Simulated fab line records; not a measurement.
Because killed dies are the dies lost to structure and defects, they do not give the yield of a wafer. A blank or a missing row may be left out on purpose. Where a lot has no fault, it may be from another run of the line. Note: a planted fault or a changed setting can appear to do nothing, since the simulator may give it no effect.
Which tool is to blame?    flow n5 finfet    Sampling: 12 lots, 36 wafers, 2 of 1938 route steps

== WHAT THE GAUGES SHOWED, per wafer ==
N5_BEOL_M13_CD_MEAS_17: the cd target is 190 nm.
lot   measured      on         cd nm (nm)
L074  day 15 10:46  cd sem-02  188.9 188.6 191.4
L077  day 15 17:31  cd sem-02  194.4 193.0 191.8
L079  day 16 05:24  cd sem-01  187.9 188.1 190.4
L083  day 16 14:46  cd sem-02  189.2 190.7 191.6
L082  day 16 23:47  cd sem-03  192.4 190.2 191.8
L084  day 17 10:13  cd sem-03  190.7 191.2 189.5
L089  day 18 08:04  cd sem-01  189.9 191.0 190.6
L087  day 18 15:08  cd sem-01  190.6 191.6 191.1
L088  day 18 19:13  cd sem-03  188.6 192.5 189.6
L093  day 19 11:05  cd sem-03  191.9 191.7 191.8
L095  day 20 04:54  cd sem-03  188.2 187.7 187.9
L097  day 20 18:42  cd sem-03  189.1 193.6 191.6

== WHAT TOOL EACH LOT RAN ON (gives the tool, then ch and the chambers of the sampled wafers, and finally the start) ==
lot   N5_BEOL_M13_STRIP_64
L074  plasma asher-01 ch 0,1, day 15 10:38
L077  plasma asher-01 ch 0,1, day 15 17:21
L079  plasma asher-02 ch 0,1, day 16 05:16
L083  plasma asher-01 ch 0,1, day 16 14:37
L082  plasma asher-01 ch 1, day 16 23:38
L084  plasma asher-02 ch 0,1, day 17 10:05
L089  plasma asher-02 ch 0,1, day 18 07:55
L087  plasma asher-01 ch 0,1, day 18 14:59
L088  plasma asher-02 ch 0,1, day 18 19:04
L093  plasma asher-02 ch 1, day 19 10:56
L095  plasma asher-01 ch 0,1, day 20 04:45
L097  plasma asher-02 ch 0,1, day 20 18:33
- N5_BEOL_M13_STRIP_64: strips in N2/H2.

== THE ANSWER, worked out from the rows above alone ==
Rule: what is usual is taken from the lots themselves. Put in order of their means at a reading, lots are off if they are a third of the lots or fewer, leave a main group of 4 or more, and stand apart from it by a gap of 3 or more times the standard deviation of the main group's means; of several such gaps the widest counts. A main group whose means are all the same, to the digits that the tables above print for the reading, isn't used. Also off: a lot with no number at a reading for which 4 or more lots have one. Any other lot the step has rows for is counted as sound.
Across all readings shown, no lot is off: no conclusion can be drawn from this.

== WHAT THE SIMULATOR HAD INSERTED ==
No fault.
